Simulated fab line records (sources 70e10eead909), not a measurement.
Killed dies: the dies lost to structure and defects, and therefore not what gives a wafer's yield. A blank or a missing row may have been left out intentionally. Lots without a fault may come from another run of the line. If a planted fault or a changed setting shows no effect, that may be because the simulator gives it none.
Commonality check across tools + flow nand-harc + Sampled: 7 lots, 21 wafers

WHAT PROMPTED THE OPENING
At NHARC_END_SORT_01 the reading killed-at-periphery is flagged on 2 of 7 lots. Wafers without a fault read 3.8, standard deviation 2.3.
Rule: flag the lot when none of its wafers has a number, or when each of its wafers that has one lies beyond 4 standard deviations from that mean. As for the other lots, they are considered sound.

| lot  | measured     | on        | killed-at-periphery, wafer by wafer | flag    |
|------|--------------|-----------|-------------------------------------|---------|
| L165 | day 25 06:53 | prober-02 | 4 5 6                               |         |
| L163 | day 25 14:39 | prober-01 | 3 3 6                               |         |
| L167 | day 26 10:07 | prober-01 | 0 4 2                               |         |
| L169 | day 27 16:17 | prober-02 | 4 3 2                               |         |
| L174 | day 28 10:52 | prober-02 | 76 77 53                            | FLAGGED |
| L175 | day 30 01:13 | prober-02 | 55 72 33                            | FLAGGED |
| L185 | day 34 06:43 | prober-01 | 4 8 5                               |         |
On average the flagged lots' numbers are 61.0, which is +57.2 against the usual, or +25 standard deviations.

EACH LOT AND THE TOOL IT RAN ON
3 process steps preceding the reading are held in the record, out of 1302 steps in the route. Cell contents, in order: the tool; ch with the chambers the sampled wafers went through; the start.
| lot  | flag    | NHARC_P_GATE_DESCUM_48             | NHARC_P_GATE_STRIP_95                | NHARC_P_GATE_STRIP_67               |
|------|---------|------------------------------------|--------------------------------------|-------------------------------------|
| L165 |         | rie-diel-03 ch 2,3, day 7 00:05    | plasma-asher-02 ch 0,1, day 7 04:39  | wet-bench-03 ch 0,3,4, day 7 06:01  |
| L163 |         | rie-diel-05 ch 1,2,3, day 6 02:00  | plasma-asher-01 ch 0,1, day 6 06:34  | wet-bench-03 ch 1,3,4, day 6 07:55  |
| L167 |         | rie-diel-05 ch 0,1,3, day 7 14:44  | plasma-asher-02 ch 0,1, day 7 19:18  | wet-bench-09 ch 2,6,7, day 7 20:40  |
| L169 |         | rie-diel-05 ch 1,2,3, day 8 11:48  | plasma-asher-01 ch 0,1, day 8 16:20  | wet-bench-07 ch 3,4,6, day 8 17:52  |
| L174 | FLAGGED | rie-diel-05 ch 0,1,2, day 10 08:02 | plasma-asher-01 ch 0,1, day 10 12:26 | wet-bench-09 ch 2,4,6, day 10 13:48 |
| L175 | FLAGGED | rie-diel-04 ch 0,1,2, day 10 22:26 | plasma-asher-01 ch 0,1, day 11 02:52 | wet-bench-09 ch 2,4,5, day 11 04:14 |
| L185 |         | rie-diel-04 ch 0,2,3, day 15 06:40 | plasma-asher-02 ch 0,1, day 15 11:31 | wet-bench-07 ch 1,2,5, day 15 12:53 |
What is done by these steps:
- NHARC_P_GATE_DESCUM_48: chemistry O2, time 3 s.
- NHARC_P_GATE_STRIP_95: strips in O2.
- NHARC_P_GATE_STRIP_67: strips in SPM, time 600 s.
- NHARC_END_SORT_01

FLAGGED AGAINST TOTAL, ONE TOOL AT A TIME (gauges that did the reading follow at the end)
| step                   | tool            | lots run | flagged | share of the flagged lots | sound lots run after its first flagged lot |
|------------------------|-----------------|----------|---------|---------------------------|--------------------------------------------|
| NHARC_P_GATE_DESCUM_48 | rie-diel-03     | 1        | 0       | none                      | -                                          |
| NHARC_P_GATE_DESCUM_48 | rie-diel-04     | 2        | 1       | some                      | 1 (L185)                                   |
| NHARC_P_GATE_DESCUM_48 | rie-diel-05     | 4        | 1       | some                      | 0                                          |
| NHARC_P_GATE_STRIP_95  | plasma-asher-01 | 4        | 2       | all                       | 0                                          |
| NHARC_P_GATE_STRIP_95  | plasma-asher-02 | 3        | 0       | none                      | -                                          |
| NHARC_P_GATE_STRIP_67  | wet-bench-03    | 2        | 0       | none                      | -                                          |
| NHARC_P_GATE_STRIP_67  | wet-bench-07    | 2        | 0       | none                      | -                                          |
| NHARC_P_GATE_STRIP_67  | wet-bench-09    | 3        | 2       | all                       | 0                                          |
| NHARC_END_SORT_01      | prober-01       | 3        | 0       | none                      | -                                          |
| NHARC_END_SORT_01      | prober-02       | 4        | 2       | all                       | 0                                          |

THE TABLE: WHAT IT ALLOWS
Rows of the table that ran every flagged lot, 3 in all: plasma-asher-01 at NHARC_P_GATE_STRIP_95, wet-bench-09 at NHARC_P_GATE_STRIP_67, prober-02 at NHARC_END_SORT_01.
- plasma-asher-01 at NHARC_P_GATE_STRIP_95 ran 4 lots, 2 of them flagged. Last sound lot L169 at day 8 16:20, first flagged lot L174 at day 10 12:26; a fault beginning in between fits.
- wet-bench-09 at NHARC_P_GATE_STRIP_67 ran 3 lots, 2 of them flagged. Last sound lot L167 at day 7 20:40, first flagged lot L174 at day 10 13:48; a fault beginning in between fits.
- prober-02 at NHARC_END_SORT_01 ran 4 lots, 2 of them flagged. Last sound lot L169 at day 27 16:17, first flagged lot L174 at day 28 10:52; a fault beginning in between fits.
These 3 tools cannot be told apart by counting lots, since each of them fits a fault that started at some hour. More lots, or a look at what each step does to the wafer, might.

WHAT WAS PUT IN BY THE SIMULATOR
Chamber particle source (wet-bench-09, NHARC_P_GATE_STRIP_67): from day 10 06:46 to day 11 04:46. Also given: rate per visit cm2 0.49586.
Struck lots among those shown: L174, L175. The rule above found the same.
